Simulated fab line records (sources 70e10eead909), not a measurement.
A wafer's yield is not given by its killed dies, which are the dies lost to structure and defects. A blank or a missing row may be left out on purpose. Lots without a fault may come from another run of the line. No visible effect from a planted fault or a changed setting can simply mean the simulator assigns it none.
Comparing a struck lot with a sound one + flow nandHarc + 13 out of 1302 route steps
Sound: wafers L875.2, L875.3, L875.4. Struck: wafers L863.3, L863.6. (L863.4 of the same lot was not struck and is left out.) The cause comes at the end.
Order at every step that has rows: each side's tool, ch and its chambers, its first start. Under that, the readings that differ: sound wafers + struck wafers + difference of the means + sigmas: that difference in standard deviations of wafers without a fault.
alike: readings whose means differ by less than 2 such deviations, and words and numbers that are the same on both sides. not compared: withheld readings, readings that some wafer has no value for, bounds like >300 that may hide the same value, and numbers for which the record gives no deviation and whose values overlap.
Wherever a step has rows on one side only, a row that says differs or no value, or a row with sigmas, the two part there. Numbers that don't overlap but have no deviation are shown without sigmas and don't part them. A reading that every wafer of one side lacks parts them only if that side has two wafers or more.

NHARC_A_WL_FILL_CVD_03: deposits W, target thk 40 nm, time 279 s.
  sound on cvdW-01 ch 0,1, day 26 12:28; struck on cvdW-01 ch 1, day 21 23:34
  alike: heaterPowerW, throttleValvePct
then, 2 steps without rows for these wafers: NHARC_A_WL_FILL_ETCHBACK_04 (etches the open film in NF3, target depth 60 nm, time 120 s); NHARC_A_WL_FILL_ETCHBACK_05 (etches the open film in Cl2/BCl3, target depth 22 nm, time 60 s).
NHARC_A_WL_FILL_STRIP_27: strips in N2/H2, time 20 s.
  sound on plasmaAsher-02 ch 0,1, day 26 13:11; struck on plasmaAsher-01 ch 0,1, day 22 00:15
  alike: drypumpMotorCurrentA, heaterPowerW
  not compared: rfHoursCounterH
then, 4 steps without rows for these wafers: NHARC_A_WL_FILL_STRIP_28 (strips in post etch residue remover, time 1200 s); NHARC_A_WL_FILL_PRECLEAN_06 (cleans in DIW, time 300 s); NHARC_A_WL_FILL_SRD_07; NHARC_A_WL_FILL_ANNEAL_08 (time 1800 s).
NHARC_A_WL_FILL_ALD_10: deposits SiO2, target thk 50 nm, pulse time 10 s, ald cycles 500.
  sound on aldHk-02 ch 0,1,2, day 26 20:14; struck on aldHk-02 ch 2,3, day 22 06:38
  alike: heaterPowerW, precursorPulseHeightRel
NHARC_A_WL_FILL_ETCHBACK_16: etches the open film in C4F8/O2/Ar, target depth 120 nm, time 24 s.
  sound on rieDiel-04 ch 0,1,3; struck on rieDiel-08 ch 0,1
  alike: oesProductAu, rfVppV, runLengthS
  not compared: rfHoursCounterH
NHARC_A_WL_FILL_STRIP_29: strips in O2, time 20 s.
  sound on rieDiel-04 ch 1,2,3, day 27 00:25; struck on rieDiel-08 ch 0,3, day 22 10:20
  alike: drypumpMotorCurrentA, oesProductAu, rfVppV, showerheadPlenumPTorr, throttleValvePct
  not compared: rfHoursCounterH
NHARC_A_WL_FILL_ETCHBACK_17: etches the open film in Cl2/BCl3, target depth 4 nm, time 26.7 s.
  sound on rieMetal-02 ch 0,1, day 27 00:31; struck on rieMetal-01 ch 0, day 22 10:28
| reading        | sound          | struck    | difference | sigmas |
|----------------|----------------|-----------|------------|--------|
| runLengthS (s) | 48.7 48.5 47.6 | 37.9 38.0 | -10.3      | -25    |
  alike: drypumpMotorCurrentA, oesProductAu
  not compared: rfHoursCounterH
then, 1 step without rows for these wafers: NHARC_A_WL_FILL_PRECLEAN_18 (cleans in dHF, time 30 s).

== WHERE THEY PART ==
Only at NHARC_A_WL_FILL_ETCHBACK_17, as far as this record shows.

WHY: the cause the simulator had injected
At NHARC_A_WL_FILL_ETCHBACK_17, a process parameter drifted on rieMetal-01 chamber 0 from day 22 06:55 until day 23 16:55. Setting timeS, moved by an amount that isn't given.
